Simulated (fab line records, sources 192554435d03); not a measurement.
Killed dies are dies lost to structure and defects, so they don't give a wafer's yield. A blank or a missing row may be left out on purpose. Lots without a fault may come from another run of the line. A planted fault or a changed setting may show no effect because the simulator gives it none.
fab line records | flow n5_finfet
record lots=7 wafers=21
route steps=1938 shown SD_EPI_P@321 SD_ACTIVATION@330 HKMG_FIN@403 MOL_CONTACT_COAG@517 BEOL_M0_SAQP@642 BEOL_M1@758
start_h: hours from the record's first day to the start of the lot's first wafer shown | wait_h: hours since the lot's step before | " the same as in the row above | L1.1+2: a row that stands for several wafers | - no value, or no start given | * or withheld: withheld | < > ~ a bound
route shown NAME@n: a module of which the file shows steps, and the number in the route of the first | usual: mean/standard deviation of fault-free wafers | same: alike in all rows | chamber/n: place in a boat | sites: the reading at each site | _std_site: their standard deviation | _edge_site: outer sites' mean less inner sites' | radius_mm: how far each site lies from the wafer's centre | mask NAME#n: copy n | behind: the tool/chamber that last shaped the wafer | hold: why the lot was held/for how many hours/how that ended | device: the transistor (n, p or np) that didn't switch | end of line: the same wafers' tests at the end of the route | a step without rows: its recipe alone | killed: dies lost to structure and defects at the first sort, not the wafer's yield | map: a wafer's dies, x killed, . not, _ none there
set.NAME: the setting as run; set.NAME@STEP: as run at that earlier step | model.NAME: the simulator's own value behind a step, which no gauge read
lots whose settings were changed on purpose; a table a step, a row a wafer
## steps
# step N5_SD_EPI_P_EPI_21
# recipe material=SiGe:B dopant=B temp_c=550 pressure_torr=20 ambient=H2 time_s=355
# columns lot.wafer tool chamber start_h wait_h set.time_s model.SiGe-B_of_SD_EPI_P_EPI_21.thk_nm
L074.2+6 epi_rpcvd-03 0 54.70 0.6 355 60.4
L074.3 " 0 " " 355 60.6
L076.1 epi_rpcvd-01 0 68.10 0.1 355 61
L076.4 " 0 69.18 1.1 355 62
L076.5 " 0 " " 355 61.8
L079.3+4 epi_rpcvd-01 0 84.50 0.8 355 60.8
L079.5 " 0 " " 355 61.4
L087.3 epi_rpcvd-03 0 137.50 0.8 355 60.6
L087.4 " 0 " " 355 61
L087.6 " 0 " " 418.9 67.6
L092.4 epi_rpcvd-01 0 165.76 1.5 355 61
L092.5 " 0 " " 355 61.6
L092.6 " 0 " " 355 60.8
L094.4 epi_rpcvd-01 0 176.60 2.0 355 61.4
L094.5 " 0 " " 355 61
L094.6 " 0 " " 292.5 54.4
L097.3 epi_rpcvd-02 0 197.71 0.8 355 60.6
L097.5 " 0 " " 375.9 63
L097.6 " 0 " " 355 60.8
# step N5_SD_EPI_P_EPI_MEAS_23
# recipe mode=xrd
# usual thk_nm=61.1/1.2
# columns lot.wafer tool chamber start_h wait_h set.time_s@SD_EPI_P_EPI_21 thk_nm
L074.2 film_metro-01 - 57.14 2.0 355 61.8
L074.3 " - " " 355 60.6
L074.6 " - " " 355 59.9
L076.1 film_metro-01 - 70.29 1.8 355 60.9
L076.4 " - " " 355 62.2
L076.5 " - " " 355 61.0
L079.3 film_metro-02 - 86.00 1.1 355 60.0
L079.4 " - " " 355 59.5
L079.5 " - " " 355 61.4
L087.3 film_metro-01 - 138.98 1.1 355 60.6
L087.4 " - " " 355 60.9
L087.6 " - " " 418.9 66.9
L092.4 film_metro-01 - 167.24 1.0 355 61.0
L092.5 " - " " 355 60.6
L092.6 " - " " 355 62.3
L094.4 film_metro-01 - 178.56 1.3 355 63.0
L094.5 " - " " 355 60.1
L094.6 " - " " 292.5 53.3
L097.3 film_metro-02 - 199.19 1.1 355 61.0
L097.5 " - " " 375.9 62.4
L097.6 " - " " 355 61.1
# step N5_SD_EPI_P_HM_STRIP_48
# recipe chemistry=H3PO4 temp_c=160 material=SiNx target=SiNx target_depth_a=30 overetch_fraction=0.3
# step N5_SD_EPI_P_SRD_49
# recipe dry=ipa_marangoni time_s=30 temp_c=23 rinse_liquid=diw
# step N5_SD_EPI_P_PRECLEAN_24
# recipe chemistry=O3/DIW time_s=45 temp_c=22 o3_ppm=10
# columns lot.wafer tool chamber start_h wait_h set.time_s@SD_EPI_P_EPI_21 model.SiGe-B_of_SD_EPI_P_EPI_21.thk_nm
L074.2+6 wet_bench-06 5,1 57.24 0.0 355 60
L074.3 " 4 " " 355 60.2
L076.1 wet_bench-06 5 70.40 0.0 355 60.4
L076.4 " 3 " " 355 61.6
L076.5 " 2 " " 355 61.4
L079.3 wet_bench-04 6 86.10 0.0 355 60.4
L079.4 " 7 " " 355 60.2
L079.5 " 1 " " 355 61
L087.3 wet_bench-01 7 139.08 0.0 355 60
L087.4 " 2 " " 355 60.6
L087.6 " 6 " " 418.9 67.2
L092.4 wet_bench-04 6 167.34 0.0 355 60.6
L092.5 " 5 " " 355 61.2
L092.6 " 7 " " 355 60.4
L094.4 wet_bench-01 7 178.66 0.0 355 61
L094.5 " 5 " " 355 60.6
L094.6 " 3 " " 292.5 54
L097.3 wet_bench-01 0 199.30 0.0 355 60.2
L097.5 " 1 " " 375.9 62.6
L097.6 " 5 " " 355 60.4
# step N5_SD_EPI_P_PRECLEAN_32
# recipe chemistry=dHF time_s=10 dilution=500:1 temp_c=25
# step N5_SD_EPI_P_PRECLEAN_33
# recipe chemistry=SC2 time_s=45 temp_c=35 mix=1:1:50
# step N5_SD_ACTIVATION_RTA_00
# recipe temp_c=975 time_s=0 ambient=N2 idle_temp_c=600 ramp_up_c_per_s=150 ramp_down_c_per_s=60 cool_to_c=600
# step N5_SD_ACTIVATION_LSA_01
# recipe temp_c=1080 time_s=0.0008 ambient=N2
# step N5_SD_ACTIVATION_RS_MEAS_03
# recipe thk_meas_gauge=four-point-probe
# usual RS_SD_N=22.01/0.25 RS_SD_P=56.0/0.89
# columns lot.wafer tool chamber start_h wait_h set.time_s@SD_EPI_P_EPI_21 RS_SD_N[ohm/sq] RS_SD_P[ohm/sq]
L074.2 film_metro-02 - 58.01 0.2 355 21.82 56.2
L074.3 " - " " 355 21.88 56.3
L074.6 " - " " 355 21.84 56.3
L076.1 film_metro-02 - 71.03 0.2 355 22.37 56.4
L076.4 " - " " 355 22.14 54.9
L076.5 " - " " 355 22.18 55.5
L079.3 film_metro-01 - 86.71 0.2 355 22.03 55.4
L079.4 " - " " 355 21.76 55.9
L079.5 " - " " 355 21.95 55.4
L087.3 film_metro-02 - 139.63 0.2 355 21.61 57.0
L087.4 " - " " 355 21.83 57.1
L087.6 " - " " 418.9 21.88 51.1
L092.4 film_metro-01 - 167.92 0.2 355 22.15 55.7
L092.5 " - " " 355 22.08 55.2
L092.6 " - " " 355 22.16 55.6
L094.4 film_metro-01 - 179.23 0.1 355 22.40 56.8
L094.5 " - " " 355 21.97 57.4
L094.6 " - " " 292.5 22.31 63.9
L097.3 film_metro-02 - 199.84 0.2 355 21.78 55.9
L097.5 " - " " 375.9 21.87 54.5
L097.6 " - " " 355 21.96 56.0
# step N5_HKMG_FIN_ETCH_55
# recipe chemistry=N2/H2 target=SOC target_depth_a=2400 temp_c=40 time_s=300 ion_energy_ev=200 mask_material=SiARC pressure_mtorr=30 source_w=840 bias_w=150 n2_flow_sccm=200 h2_flow_sccm=200
# usual rf_vpp_V=523/3.1
# columns lot.wafer tool chamber start_h wait_h set.bias_w rf_vpp_V
L074.2 rie_diel-04 3 71.28 0.0 137 492
L074.3 " 1 " " 150 520
L074.6 " 1 " " 150 520
L076.1 rie_diel-05 3 84.16 0.0 150 528
L076.4 " 1 " " 150 519
L076.5 " 3 " " 139 502
L079.3 rie_diel-03 0 101.97 0.0 150 528
L079.4 " 1 " " 150 523
L079.5 " 3 " " 150 524
L087.3 rie_diel-04 3 153.80 0.0 127 468
L087.4 " 1 " " 127 469
L087.6 " 2 " " 150 520
L092.4 rie_diel-03 0 181.31 0.0 150 528
L092.5 " 0 " " 150 528
L092.6 " 3 " " 150 523
L094.4 rie_diel-03 2 192.26 0.0 173 570
L094.5 " 0 " " 173 578
L094.6 " 3 " " 173 572
L097.3 rie_diel-04 0 213.50 0.0 132.9 486
L097.5 " 0 " " 150 525
L097.6 " 3 " " 150 528
# step N5_MOL_CONTACT_COAG_COAT_103
# recipe resist=SOC temp_c=250 time_s=60 spin_rpm=1500 resist_thk_nm=80
# columns lot.wafer tool chamber start_h wait_h set.spin_rpm model.SOC_of_MOL_CONTACT_COAG_COAT_103.thk_nm
L074.2 litho_track-04 0 86.33 0.0 1574 78.2
L074.3 " 0 " " 1574 78
L074.6 " 0 " " 1500 79.8
L076.1 litho_track-01 0 99.67 0.0 1500 79.6
L076.4 " 0 " " 1579 77.6
L076.5 " 0 " " 1500 79.8
L079.3 litho_track-01 0 117.53 0.0 1500 80
L079.4 " 0 " " 1500 79.8
L079.5 " 0 " " 1668 75.8
L087.3+4 litho_track-04 0 168.94 0.0 1500 80.2
L087.6 " 0 " " 1660 76.2
L092.4 litho_track-01 0 197.15 0.0 1500 80.4
L092.5 " 0 " " 1500 80
L092.6 " 0 " " 1500 80.6
L094.4 litho_track-01 0 208.22 0.0 1630 77
L094.5 " 0 " " 1630 76.8
L094.6 " 0 " " 1500 80.2
L097.3 litho_track-04 0 232.00 0.0 1500 80
L097.5 " 0 " " 1631 76.8
L097.6 " 0 " " 1500 80.2
# step N5_MOL_CONTACT_COAG_COAT_104
# recipe resist=SiARC temp_c=220 time_s=60 spin_rpm=1500 resist_thk_nm=12
# step N5_MOL_CONTACT_COAG_COAT_58
# recipe resist=underlayer temp_c=205 time_s=60 spin_rpm=1500 resist_thk_nm=10
# step N5_MOL_CONTACT_COAG_ETCH_59
# recipe chemistry=N2/H2 target=underlayer target_depth_a=130 mask_material=CAR-EUV time_s=10.4 ion_energy_ev=200 pressure_mtorr=30 source_w=840 bias_w=150 n2_flow_sccm=200 h2_flow_sccm=200 ends=cleared
# step N5_MOL_CONTACT_COAG_ETCH_105
# recipe chemistry=CF4 target=SiARC target_depth_a=156 mask_material=CAR-EUV time_s=26 ion_energy_ev=80 pressure_mtorr=40 source_w=545 bias_w=36 Ar_flow_sccm=100 cf4_flow_sccm=100 ends=cleared
# step N5_MOL_CONTACT_COAG_ETCH_106
# recipe chemistry=N2/H2 target=SOC target_depth_a=800 overetch_a=160 mask_material=SiARC temp_c=40 time_s=120 ion_energy_ev=200 pressure_mtorr=30 source_w=840 bias_w=150 n2_flow_sccm=200 h2_flow_sccm=200
# columns lot.wafer tool chamber start_h wait_h set.spin_rpm@MOL_CONTACT_COAG_COAT_103 model.etch.depth_nm
L074.2 rie_diel-05 0 86.80 0.0 1574 78.2
L074.3 " 1 " " 1574 77.9
L074.6 " 2 " " 1500 79.79
L076.1 rie_diel-05 1 100.45 0.0 1500 79.53
L076.4 " 3 " " 1579 77.6
L076.5 " 0 " " 1500 79.8
L079.3 rie_diel-04 1 118.00 0.0 1500 80.02
L079.4 " 0 " " 1500 79.84
L079.5 " 0 " " 1668 75.78
L087.3 rie_diel-04 3 169.41 0.0 1500 80.14
L087.4 " 1 " " 1500 80.15
L087.6 " 1 " " 1660 76.25
L092.4 rie_diel-05 2 197.62 0.0 1500 80.44
L092.5 " 1 " " 1500 80.1
L092.6 " 0 " " 1500 80.61
L094.4 rie_diel-03 2 208.72 0.0 1630 77.02
L094.5 " 2 " " 1630 76.83
L094.6 " 3 " " 1500 80.12
L097.3 rie_diel-03 1 232.63 0.0 1500 80.04
L097.5 " 2 " " 1631 76.84
L097.6 " 3 " " 1500 80.16
# step N5_MOL_CONTACT_COAG_CONTACT_ETCH_14
# recipe chemistry=C4F6/O2 target=SiO2 target_depth_a=275 overetch_a=85 mask_material=SOC pressure_mtorr=30 source_w=370 bias_w=185 Ar_flow_sccm=300 C4F6_flow_sccm=16 O2_flow_sccm=10 time_s=20 ion_energy_ev=259.6
# columns lot.wafer tool chamber start_h wait_h set.time_s set.spin_rpm@MOL_CONTACT_COAG_COAT_103 model.SOC_of_MOL_CONTACT_COAG_COAT_103.thk_nm
L074.2 rie_diel-05 0 86.90 0.0 20 1574 76.8
L074.3 " 1 " " 17.27 1574 76.8
L074.6 " 2 " " 20 1500 78.4
L076.1 rie_diel-05 1 100.55 0.0 17.91 1500 78.4
L076.4 " 3 " " 20 1579 76
L076.5 " 0 " " 20 1500 78.4
L079.3 rie_diel-04 1 118.10 0.0 20 1500 78.6
L079.4 " 0 " " 20 1500 78.4
L079.5 " 0 " " 20 1668 74.2
L087.3 rie_diel-04 3 169.51 0.0 17.08 1500 78.8
L087.4 " 1 " " 17.08 1500 79
L087.6 " 1 " " 20 1660 75
L092.4 rie_diel-05 2 197.72 0.0 20 1500 79
L092.5 " 1 " " 20 1500 78.6
L092.6 " 0 " " 20 1500 79.2
L094.4 rie_diel-03 2 208.82 0.0 20 1630 75.6
L094.5 " 2 " " 20 1630 75.4
L094.6 " 3 " " 20 1500 78.6
L097.3+6 rie_diel-03 1,3 232.73 0.0 20 1500 78.6
L097.5 " 2 " " 22.69 1631 75.2
# step N5_MOL_CONTACT_COAG_ETCH_110
# recipe chemistry=CF4/O2 target=Si target_depth_a=25 time_s=8 pressure_mtorr=100 source_w=200 bias_w=12 ion_energy_ev=60 Ar_flow_sccm=100 cf4_flow_sccm=100 O2_flow_sccm=10
# columns lot.wafer tool chamber start_h wait_h set.bias_w set.spin_rpm@MOL_CONTACT_COAG_COAT_103 model.SiGe-B_of_SD_EPI_P_EPI_21.thk_nm
L074.2 rie_diel-05 0 86.99 0.0 12 1574 57.8
L074.3 " 1 " " 12 1574 58
L074.6 " 2 " " 12 1500 57.4
L076.1 rie_diel-05 1 100.64 0.0 14.04 1500 58
L076.4 " 3 " " 14.04 1579 58.8
L076.5 " 0 " " 12 1500 59
L079.3 rie_diel-04 1 118.20 0.0 12 1500 58.2
L079.4 " 0 " " 14.01 1500 57.6
L079.5 " 0 " " 14.01 1668 58.4
L087.3 rie_diel-04 3 169.61 0.0 12 1500 57.6
L087.4 " 1 " " 10.99 1500 58.4
L087.6 " 1 " " 12 1660 64.6
L092.4+6 rie_diel-05 2,0 197.81 0.0 12 1500 58
L092.5 " 1 " " 12 1500 58.8
L094.4 rie_diel-03 2 208.92 0.0 12 1630 58.4
L094.5 " 2 " " 10.57 1630 58
L094.6 " 3 " " 10.57 1500 51.8
L097.3 rie_diel-03 1 232.83 0.0 12 1500 57.8
L097.5 " 2 " " 12 1631 60
L097.6 " 3 " " 13.21 1500 57.8
# step N5_BEOL_M0_SAQP_COAT_82
# recipe resist=SiARC temp_c=220 time_s=60 spin_rpm=1500 resist_thk_nm=30
# columns lot.wafer tool chamber start_h wait_h set.spin_rpm model.SiARC_of_BEOL_M0_SAQP_COAT_82.thk_nm
L074.2+3+6 litho_track-03 0 - - 1500 30
L076.1+5 litho_track-02 0 - - 1500 29.8
L076.4 " 0 " " 1336 31.6
L079.3+4+5 litho_track-02 0 - - 1379 31.4
L087.3 litho_track-02 0 - - 1414 30.8
L087.4 " 0 " " 1500 30
L087.6 " 0 " " 1414 31
L092.4+5+6 litho_track-03 0 - - 1500 30
L094.4+6 litho_track-01 0 - - 1629 28.8
L094.5 " 0 " " 1500 30
L097.3 litho_track-03 0 - - 1500 30.2
L097.5 " 0 " " 1351 31.8
L097.6 " 0 " " 1351 31.6
# step N5_BEOL_M0_SAQP_CUT_ETCH_46
# recipe chemistry=N2/H2 target=SOC target_depth_a=1350 overetch_a=270 temp_c=40 time_s=202.5 ion_energy_ev=200 mask_material=SiARC pressure_mtorr=30 source_w=840 bias_w=150 n2_flow_sccm=200 h2_flow_sccm=200
# usual rf_vpp_V=524/3.1
# columns lot.wafer tool chamber start_h wait_h set.source_w rf_vpp_V
L074.2 rie_diel-02 0 113.18 0.0 953.1 506
L074.3 " 2 " " 840 526
L074.6 " 1 " " 840 530
L076.1 rie_diel-01 0 125.16 0.0 840 526
L076.4 " 2 " " 840 521
L076.5 " 3 " " 976.9 496
L079.3 rie_diel-02 2 140.88 0.0 893.7 514
L079.4 " 1 " " 840 530
L079.5 " 2 " " 840 526
L087.3 rie_diel-01 2 192.07 0.0 896 510
L087.4 " 0 " " 896 513
L087.6 " 1 " " 896 516
L092.4 rie_diel-02 3 221.33 0.1 840 519
L092.5 " 0 " " 840 526
L092.6 " 1 " " 840 528
L094.4 rie_diel-01 3 232.28 0.0 840 521
L094.5 " 1 " " 840 526
L094.6 " 0 " " 840 526
L097.3 rie_diel-06 0 257.39 0.0 731.6 550
L097.5 " 0 " " 840 525
L097.6 " 1 " " 731.6 546
# step N5_BEOL_M1_COAT_05
# recipe resist=CAR-EUV spin_rpm=1500 resist_thk_nm=30
# columns lot.wafer tool chamber start_h wait_h set.spin_rpm model.CAR-EUV_of_BEOL_M1_COAT_05.thk_nm
L074.2 litho_track-05 0 - - 1336 31.8
L074.3+6 " 0 " " 1500 29.8
L076.1 litho_track-02 0 - - 1500 30
L076.4+5 " 0 " " 1623 28.8
L079.3+4 litho_track-02 0 - - 1429 30.6
L079.5 " 0 " " 1500 30
L087.3+4 litho_track-05 0 - - 1500 30
L087.6 " 0 " " 1389 31.2
L092.4+5+6 litho_track-01 0 - - 1500 30
L094.4 litho_track-05 0 - - 1620 29
L094.5 " 0 " " 1500 30
L094.6 " 0 " " 1500 30.2
L097.3+5 litho_track-02 0 - - 1500 30
L097.6 " 0 " " 1615 28.8
# step N5_BEOL_M1_EBR_07
# recipe solvent=PGMEA ebr_width_mm=1.5
# step N5_BEOL_M1_SOFTBAKE_06
# recipe temp_c=110 time_s=60 resist=CAR-EUV
# step N5_BEOL_M1_EXPOSE_08
# recipe mask_id=M1 na=0.33 source_shape=dipole sigma_inner=0.369 sigma_outer=0.767 polarization=unpolarized dose_mj=33
# step N5_BEOL_M1_PEB_09
# recipe peb_temp_c=100 peb_time_s=60 resist=CAR-EUV
# step N5_BEOL_M1_DEVELOP_10
# recipe develop_time_s=30 developer=TMAH resist=CAR-EUV rinse_liquid=surfactant_rinse dry=air_spin dev_temp_c=23
# columns lot.wafer tool chamber start_h wait_h set.spin_rpm@BEOL_M1_COAT_05 model.CAR-EUV_of_BEOL_M1_COAT_05.thk_nm
L074.2 litho_track-05 0 - - 1336 31.2
L074.3+6 " 0 " " 1500 29.4
L076.1 litho_track-02 0 - - 1500 29.6
L076.4+5 " 0 " " 1623 28.4
L079.3+4 litho_track-01 0 - - 1429 30.2
L079.5 " 0 " " 1500 29.4
L087.3 litho_track-01 0 - - 1500 29.4
L087.4 " 0 " " 1500 29.6
L087.6 " 0 " " 1389 30.6
L092.4+5+6 litho_track-01 0 - - 1500 29.6
L094.4 litho_track-01 0 - - 1620 28.6
L094.5 " 0 " " 1500 29.6
L094.6 " 0 " " 1500 29.8
L097.3+5 litho_track-01 0 - - 1500 29.6
L097.6 " 0 " " 1615 28.4
# step N5_BEOL_M1_ETCH_64
# recipe chemistry=N2/H2 target=SOC target_depth_a=750 overetch_a=150 mask_material=SiARC temp_c=40 time_s=112.5 ion_energy_ev=200 pressure_mtorr=30 source_w=840 bias_w=150 n2_flow_sccm=200 h2_flow_sccm=200
# usual rf_vpp_V=524/3
# columns lot.wafer tool chamber start_h wait_h set.bias_w rf_vpp_V
L074.2 rie_diel-02 1 120.87 0.0 150 529
L074.3 " 2 " " 150 525
L074.6 " 0 " " 157.3 543
L076.1 rie_diel-02 2 132.96 0.0 150 526
L076.4 " 0 " " 162.3 553
L076.5 " 1 " " 162.3 555
L079.3 rie_diel-06 3 157.38 0.0 150 524
L079.4 " 1 " " 150 522
L079.5 " 3 " " 150 523
L087.3 rie_diel-02 2 203.91 0.0 150 526
L087.4 " 1 " " 141.2 509
L087.6 " 0 " " 141.2 507
L092.4 rie_diel-02 3 232.58 0.0 150 519
L092.5 " 3 " " 150 519
L092.6 " 0 " " 150 526
L094.4 rie_diel-02 0 242.26 0.0 150 527
L094.5 " 3 " " 150 520
L094.6 " 2 " " 150 525
L097.3 rie_diel-06 0 264.66 0.0 150 526
L097.5 " 3 " " 150 523
L097.6 " 0 " " 150 527
## key
split step=N5_SD_EPI_P_EPI_21 setting=time_s stated=355 by=wafer
response step=N5_SD_EPI_P_EPI_21 reading=model.SiGe-B_of_SD_EPI_P_EPI_21.thk_nm change=+0.382 per=1% r=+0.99
response step=N5_SD_EPI_P_EPI_MEAS_23 reading=thk_nm change=* per=1% r=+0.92
response step=N5_SD_EPI_P_PRECLEAN_24 reading=model.SiGe-B_of_SD_EPI_P_EPI_21.thk_nm change=+0.385 per=1% r=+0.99
response step=N5_SD_ACTIVATION_RS_MEAS_03 reading=RS_SD_P change=-0.351 per=1% r=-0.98
split step=N5_HKMG_FIN_ETCH_55 setting=bias_w stated=150 by=wafer
response step=N5_HKMG_FIN_ETCH_55 reading=rf_vpp_V change=+3.33 per=1% r=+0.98
split step=N5_MOL_CONTACT_COAG_COAT_103 setting=spin_rpm stated=1500 by=wafer
response step=N5_MOL_CONTACT_COAG_COAT_103 reading=model.SOC_of_MOL_CONTACT_COAG_COAT_103.thk_nm change=-0.374 per=1% r=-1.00
response step=N5_MOL_CONTACT_COAG_ETCH_106 reading=model.etch.depth_nm change=-0.37 per=1% r=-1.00
response step=N5_MOL_CONTACT_COAG_CONTACT_ETCH_14 reading=model.SOC_of_MOL_CONTACT_COAG_COAT_103.thk_nm change=-0.377 per=1% r=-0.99
response step=N5_MOL_CONTACT_COAG_ETCH_110 reading=model.SiGe-B_of_SD_EPI_P_EPI_21.thk_nm shape=bent at_lowest=57.57 at_stated=57.57 at_highest=58.4
split step=N5_MOL_CONTACT_COAG_CONTACT_ETCH_14 setting=time_s stated=20 by=wafer
response none clear
split step=N5_MOL_CONTACT_COAG_ETCH_110 setting=bias_w stated=12 by=wafer
response none clear
split step=N5_BEOL_M0_SAQP_COAT_82 setting=spin_rpm stated=1500 by=wafer
response step=N5_BEOL_M0_SAQP_COAT_82 reading=model.SiARC_of_BEOL_M0_SAQP_COAT_82.thk_nm change=-0.154 per=1% r=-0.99
split step=N5_BEOL_M0_SAQP_CUT_ETCH_46 setting=source_w stated=840 by=wafer
response step=N5_BEOL_M0_SAQP_CUT_ETCH_46 reading=rf_vpp_V change=-1.72 per=1% r=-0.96
split step=N5_BEOL_M1_COAT_05 setting=spin_rpm stated=1500 by=wafer
response step=N5_BEOL_M1_COAT_05 reading=model.CAR-EUV_of_BEOL_M1_COAT_05.thk_nm change=-0.159 per=1% r=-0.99
response step=N5_BEOL_M1_DEVELOP_10 reading=model.CAR-EUV_of_BEOL_M1_COAT_05.thk_nm change=-0.154 per=1% r=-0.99
split step=N5_BEOL_M1_ETCH_64 setting=bias_w stated=150 by=wafer
response step=N5_BEOL_M1_ETCH_64 reading=rf_vpp_V change=+3.3 per=1% r=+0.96
